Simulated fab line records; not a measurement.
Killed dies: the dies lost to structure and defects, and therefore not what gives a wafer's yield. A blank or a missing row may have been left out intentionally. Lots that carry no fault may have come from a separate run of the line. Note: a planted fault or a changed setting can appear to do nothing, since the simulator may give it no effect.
The tool behind it: which one? / flow nand-harc / Sampling: 14 lots, 42 wafers, 5 of 1159 route steps

## WHAT THE GAUGES SHOWED, per wafer
NHARC_END_SORT_01. Usual: killed-at-array 29, standard deviation 11; killed-at-other 0.5, standard deviation 0.8; killed-at-periphery 3.5, standard deviation 2.8; killed-dies 33, standard deviation 12; killed-open 3.1, standard deviation 1.8; killed-short 1.8, standard deviation 1.4.
lot=L324; measured=day 21 06:13; on=prober-01; killed-at-array=664 31 30; killed-at-other=0 0 0; killed-at-periphery=4 1 6; killed-dies=668 32 36; killed-open=1 0 3; killed-short=3 4 0; flag=OFF
lot=L326; measured=day 21 18:20; on=prober-01; killed-at-array=671 33 46; killed-at-other=0 0 0; killed-at-periphery=2 8 3; killed-dies=673 41 49; killed-open=2 1 3; killed-short=4 0 3; flag=OFF

## WHICH TOOL RAN EACH LOT (tool, then ch and the chambers of the sampled wafers, then the start)
lot=L320; NHARC_A_CONTACT_DEP_28=acl-dep-01 ch 0, day 16 16:51; NHARC_A_M1_DEP_33=pecvd-04 ch 0,2, day 18 07:59; NHARC_A_BONDPAD_DEGAS_25=pvd-sputter-02, day 18 10:55; NHARC_HYBRID_BOND_ACTIVATE_00=rie-diel-12 ch 0,2,3, day 18 12:45
lot=L318; NHARC_A_CONTACT_DEP_28=acl-dep-02 ch 0, day 16 17:10; NHARC_A_M1_DEP_33=pecvd-04 ch 1,2, day 18 08:46; NHARC_A_BONDPAD_DEGAS_25=pvd-sputter-01, day 18 11:44; NHARC_HYBRID_BOND_ACTIVATE_00=rie-diel-12 ch 2,3, day 18 13:32
lot=L319; NHARC_A_CONTACT_DEP_28=acl-dep-01 ch 0, day 16 20:27; NHARC_A_M1_DEP_33=pecvd-04 ch 0,1,2, day 18 11:07; NHARC_A_BONDPAD_DEGAS_25=pvd-sputter-01, day 18 14:29; NHARC_HYBRID_BOND_ACTIVATE_00=rie-diel-12 ch 0,2, day 18 16:16
lot=L317; NHARC_A_CONTACT_DEP_28=acl-dep-02 ch 0, day 17 02:00; NHARC_A_M1_DEP_33=pecvd-04 ch 0,2, day 18 11:50; NHARC_A_BONDPAD_DEGAS_25=pvd-sputter-03, day 18 14:46; NHARC_HYBRID_BOND_ACTIVATE_00=rie-diel-12 ch 0,2,3, day 18 16:29
lot=L321; NHARC_A_CONTACT_DEP_28=acl-dep-03 ch 0, day 17 03:25; NHARC_A_M1_DEP_33=pecvd-02 ch 0,1,2, day 18 15:47; NHARC_A_BONDPAD_DEGAS_25=pvd-sputter-03, day 18 18:41; NHARC_HYBRID_BOND_ACTIVATE_00=rie-diel-12 ch 0,3, day 18 20:32
lot=L324; NHARC_A_CONTACT_DEP_28=acl-dep-03 ch 0, day 17 14:44; NHARC_A_M1_DEP_33=pecvd-01 ch 1,2, day 19 05:42; NHARC_A_BONDPAD_DEGAS_25=pvd-sputter-03, day 19 08:37; NHARC_HYBRID_BOND_ACTIVATE_00=rie-diel-12 ch 0,2, day 19 10:21
lot=L326; NHARC_A_CONTACT_DEP_28=acl-dep-03 ch 0, day 18 15:58; NHARC_A_M1_DEP_33=pecvd-04 ch 0,2, day 20 07:28; NHARC_A_BONDPAD_DEGAS_25=pvd-sputter-02, day 20 10:17; NHARC_HYBRID_BOND_ACTIVATE_00=rie-diel-06 ch 0,1, day 20 11:59
lot=L325; NHARC_A_CONTACT_DEP_28=acl-dep-02 ch 0, day 18 16:26; NHARC_A_M1_DEP_33=pecvd-02 ch 0,1,2, day 20 13:16; NHARC_A_BONDPAD_DEGAS_25=pvd-sputter-02, day 20 16:11; NHARC_HYBRID_BOND_ACTIVATE_00=rie-diel-12 ch 1,2, day 20 18:11
lot=L335; NHARC_A_CONTACT_DEP_28=acl-dep-02 ch 0, day 20 16:53; NHARC_A_M1_DEP_33=pecvd-02 ch 0,1,2, day 22 04:58; NHARC_A_BONDPAD_DEGAS_25=pvd-sputter-03, day 22 07:51; NHARC_HYBRID_BOND_ACTIVATE_00=rie-diel-12 ch 1,3, day 22 09:38
lot=L334; NHARC_A_CONTACT_DEP_28=acl-dep-01 ch 0, day 20 17:15; NHARC_A_M1_DEP_33=pecvd-02 ch 0,1,2, day 22 05:48; NHARC_A_BONDPAD_DEGAS_25=pvd-sputter-01, day 22 08:29; NHARC_HYBRID_BOND_ACTIVATE_00=rie-diel-12 ch 1,2,3, day 22 10:23
lot=L339; NHARC_A_CONTACT_DEP_28=acl-dep-03 ch 0, day 21 14:28; NHARC_A_M1_DEP_33=pecvd-04 ch 0,1,2, day 23 07:41; NHARC_A_BONDPAD_DEGAS_25=pvd-sputter-01, day 23 11:05; NHARC_HYBRID_BOND_ACTIVATE_00=rie-diel-12 ch 1,2,3, day 23 12:47
lot=L338; NHARC_A_CONTACT_DEP_28=acl-dep-03 ch 0, day 21 17:28; NHARC_A_M1_DEP_33=pecvd-01 ch 0,1,2, day 23 03:28; NHARC_A_BONDPAD_DEGAS_25=pvd-sputter-03, day 23 06:22; NHARC_HYBRID_BOND_ACTIVATE_00=rie-diel-06 ch 0,2,3, day 23 08:46
lot=L337; NHARC_A_CONTACT_DEP_28=acl-dep-02 ch 0, day 21 18:06; NHARC_A_M1_DEP_33=pecvd-04 ch 0,1,2, day 23 10:22; NHARC_A_BONDPAD_DEGAS_25=pvd-sputter-01, day 23 13:29; NHARC_HYBRID_BOND_ACTIVATE_00=rie-diel-06 ch 0,1,2, day 23 15:11
lot=L340; NHARC_A_CONTACT_DEP_28=acl-dep-03 ch 0, day 22 03:35; NHARC_A_M1_DEP_33=pecvd-04 ch 0,2, day 23 15:38; NHARC_A_BONDPAD_DEGAS_25=pvd-sputter-02, day 23 18:29; NHARC_HYBRID_BOND_ACTIVATE_00=rie-diel-12 ch 0,1,2, day 23 20:13
- NHARC_A_CONTACT_DEP_28: deposits aC, target thk 3600 nm.
- NHARC_A_M1_DEP_33: deposits SiCN, target thk 30 nm.
- NHARC_A_BONDPAD_DEGAS_25: time 60 s.
- NHARC_HYBRID_BOND_ACTIVATE_00: chemistry N2, time 60 s.

## WHAT THE TOOLS THEMSELVES READ (means of the sampled wafers that have a number; where no wafer has one, the mark that the record gives instead)
NHARC_A_CONTACT_DEP_28. Usual: 34.999 % for throttle-valve-pct, sd 0.0082.
lot=L320; tool=acl-dep-01; throttle-valve-pct (%)=35.000; flag=
lot=L318; tool=acl-dep-02; throttle-valve-pct (%)=34.988; flag=
lot=L319; tool=acl-dep-01; throttle-valve-pct (%)=35.000; flag=
lot=L317; tool=acl-dep-02; throttle-valve-pct (%)=34.998; flag=
lot=L321; tool=acl-dep-03; throttle-valve-pct (%)=35.002; flag=
lot=L324; tool=acl-dep-03; throttle-valve-pct (%)=34.997; flag=
lot=L326; tool=acl-dep-03; throttle-valve-pct (%)=34.996; flag=
lot=L325; tool=acl-dep-02; throttle-valve-pct (%)=34.996; flag=
lot=L335; tool=acl-dep-02; throttle-valve-pct (%)=35.003; flag=
lot=L334; tool=acl-dep-01; throttle-valve-pct (%)=34.999; flag=
lot=L339; tool=acl-dep-03; throttle-valve-pct (%)=34.999; flag=
lot=L338; tool=acl-dep-03; throttle-valve-pct (%)=35.005; flag=
lot=L337; tool=acl-dep-02; throttle-valve-pct (%)=34.996; flag=
lot=L340; tool=acl-dep-03; throttle-valve-pct (%)=34.999; flag=

NHARC_A_M1_DEP_33. Usual: 606 W for heater-power-w, sd 88.
lot=L320; tool=pecvd-04; heater-power-w (W)=674; flag=
lot=L318; tool=pecvd-04; heater-power-w (W)=661; flag=
lot=L319; tool=pecvd-04; heater-power-w (W)=636; flag=
lot=L317; tool=pecvd-04; heater-power-w (W)=685; flag=
lot=L321; tool=pecvd-02; heater-power-w (W)=611; flag=
lot=L324; tool=pecvd-01; heater-power-w (W)=561; flag=
lot=L326; tool=pecvd-04; heater-power-w (W)=665; flag=
lot=L325; tool=pecvd-02; heater-power-w (W)=618; flag=
lot=L335; tool=pecvd-02; heater-power-w (W)=601; flag=
lot=L334; tool=pecvd-02; heater-power-w (W)=585; flag=
lot=L339; tool=pecvd-04; heater-power-w (W)=574; flag=
lot=L338; tool=pecvd-01; heater-power-w (W)=642; flag=
lot=L337; tool=pecvd-04; heater-power-w (W)=598; flag=
lot=L340; tool=pecvd-04; heater-power-w (W)=560; flag=

NHARC_A_BONDPAD_DEGAS_25. Usual: 456 W for heater-power-w, sd 45.
lot=L320; tool=pvd-sputter-02; heater-power-w (W)=460; flag=
lot=L318; tool=pvd-sputter-01; heater-power-w (W)=448; flag=
lot=L319; tool=pvd-sputter-01; heater-power-w (W)=471; flag=
lot=L317; tool=pvd-sputter-03; heater-power-w (W)=423; flag=
lot=L321; tool=pvd-sputter-03; heater-power-w (W)=420; flag=
lot=L324; tool=pvd-sputter-03; heater-power-w (W)=462; flag=
lot=L326; tool=pvd-sputter-02; heater-power-w (W)=550; flag=
lot=L325; tool=pvd-sputter-02; heater-power-w (W)=478; flag=
lot=L335; tool=pvd-sputter-03; heater-power-w (W)=453; flag=
lot=L334; tool=pvd-sputter-01; heater-power-w (W)=508; flag=
lot=L339; tool=pvd-sputter-01; heater-power-w (W)=470; flag=
lot=L338; tool=pvd-sputter-03; heater-power-w (W)=444; flag=
lot=L337; tool=pvd-sputter-01; heater-power-w (W)=455; flag=
lot=L340; tool=pvd-sputter-02; heater-power-w (W)=476; flag=

NHARC_HYBRID_BOND_ACTIVATE_00. Usual: drypump-motor-current-A 5.9 A, standard deviation 0.42; oes-product-au 1.006 a.u., standard deviation 0.0074; rf-vpp-V 64.0 V, standard deviation 0.92; showerhead-plenum-p-Torr 1.77 Torr, standard deviation 0.057.
lot=L320; tool=rie-diel-12; drypump-motor-current-A (A)=6.2; oes-product-au (a.u.)=1.008; rf-vpp-V (V)=64.2; showerhead-plenum-p-Torr (Torr)=1.78; flag=
lot=L318; tool=rie-diel-12; drypump-motor-current-A (A)=6.0; oes-product-au (a.u.)=1.007; rf-vpp-V (V)=64.1; showerhead-plenum-p-Torr (Torr)=1.81; flag=
lot=L319; tool=rie-diel-12; drypump-motor-current-A (A)=6.2; oes-product-au (a.u.)=1.011; rf-vpp-V (V)=64.6; showerhead-plenum-p-Torr (Torr)=1.80; flag=
lot=L317; tool=rie-diel-12; drypump-motor-current-A (A)=6.1; oes-product-au (a.u.)=1.002; rf-vpp-V (V)=63.8; showerhead-plenum-p-Torr (Torr)=1.78; flag=
lot=L321; tool=rie-diel-12; drypump-motor-current-A (A)=6.1; oes-product-au (a.u.)=1.020; rf-vpp-V (V)=64.0; showerhead-plenum-p-Torr (Torr)=1.76; flag=
lot=L324; tool=rie-diel-12; drypump-motor-current-A (A)=6.2; oes-product-au (a.u.)=1.004; rf-vpp-V (V)=64.8; showerhead-plenum-p-Torr (Torr)=1.77; flag=
lot=L326; tool=rie-diel-06; drypump-motor-current-A (A)=6.0; oes-product-au (a.u.)=1.002; rf-vpp-V (V)=63.6; showerhead-plenum-p-Torr (Torr)=1.76; flag=
lot=L325; tool=rie-diel-12; drypump-motor-current-A (A)=5.5; oes-product-au (a.u.)=1.012; rf-vpp-V (V)=64.4; showerhead-plenum-p-Torr (Torr)=1.77; flag=
lot=L335; tool=rie-diel-12; drypump-motor-current-A (A)=5.5; oes-product-au (a.u.)=1.004; rf-vpp-V (V)=63.0; showerhead-plenum-p-Torr (Torr)=1.75; flag=
lot=L334; tool=rie-diel-12; drypump-motor-current-A (A)=5.8; oes-product-au (a.u.)=1.000; rf-vpp-V (V)=63.9; showerhead-plenum-p-Torr (Torr)=1.79; flag=
lot=L339; tool=rie-diel-12; drypump-motor-current-A (A)=5.8; oes-product-au (a.u.)=0.997; rf-vpp-V (V)=64.5; showerhead-plenum-p-Torr (Torr)=1.78; flag=
lot=L338; tool=rie-diel-06; drypump-motor-current-A (A)=5.9; oes-product-au (a.u.)=1.003; rf-vpp-V (V)=64.3; showerhead-plenum-p-Torr (Torr)=1.75; flag=
lot=L337; tool=rie-diel-06; drypump-motor-current-A (A)=5.8; oes-product-au (a.u.)=1.002; rf-vpp-V (V)=64.2; showerhead-plenum-p-Torr (Torr)=1.73; flag=
lot=L340; tool=rie-diel-12; drypump-motor-current-A (A)=5.9; oes-product-au (a.u.)=1.005; rf-vpp-V (V)=64.7; showerhead-plenum-p-Torr (Torr)=1.75; flag=

## THE ANSWER, worked out from the rows above alone
Rule: a lot is off if the mean of its wafers that have a number lies more than 3 standard deviations from the usual mean. Also off: a lot with no number at a reading for which 4 or more lots have one. Where the step has rows for the other lots, those lots are counted as sound. First the gauges in route order, then the tools' own readings, where a lot's mean is used as printed above. The first step at which some lot is off is used, and at that step the reading that is off furthest; a lot without a number counts as furthest.
Off, at NHARC_END_SORT_01 on killed-at-array: L324, L326. Neither off nor sound, because the step has no rows for them: L320, L318, L319, L317, L321, L325, L335, L334, L339, L338, L337, L340.
A tool fits if, at a process step before that reading, it ran every lot that is off, and no sound lot after the first of them. The gauges at NHARC_END_SORT_01 are tried like those tools. Can't be told from this: 2 tools fit, acl-dep-03 at NHARC_A_CONTACT_DEP_28, prober-01 at NHARC_END_SORT_01.

## WHAT THE SIMULATOR HAD PUT IN
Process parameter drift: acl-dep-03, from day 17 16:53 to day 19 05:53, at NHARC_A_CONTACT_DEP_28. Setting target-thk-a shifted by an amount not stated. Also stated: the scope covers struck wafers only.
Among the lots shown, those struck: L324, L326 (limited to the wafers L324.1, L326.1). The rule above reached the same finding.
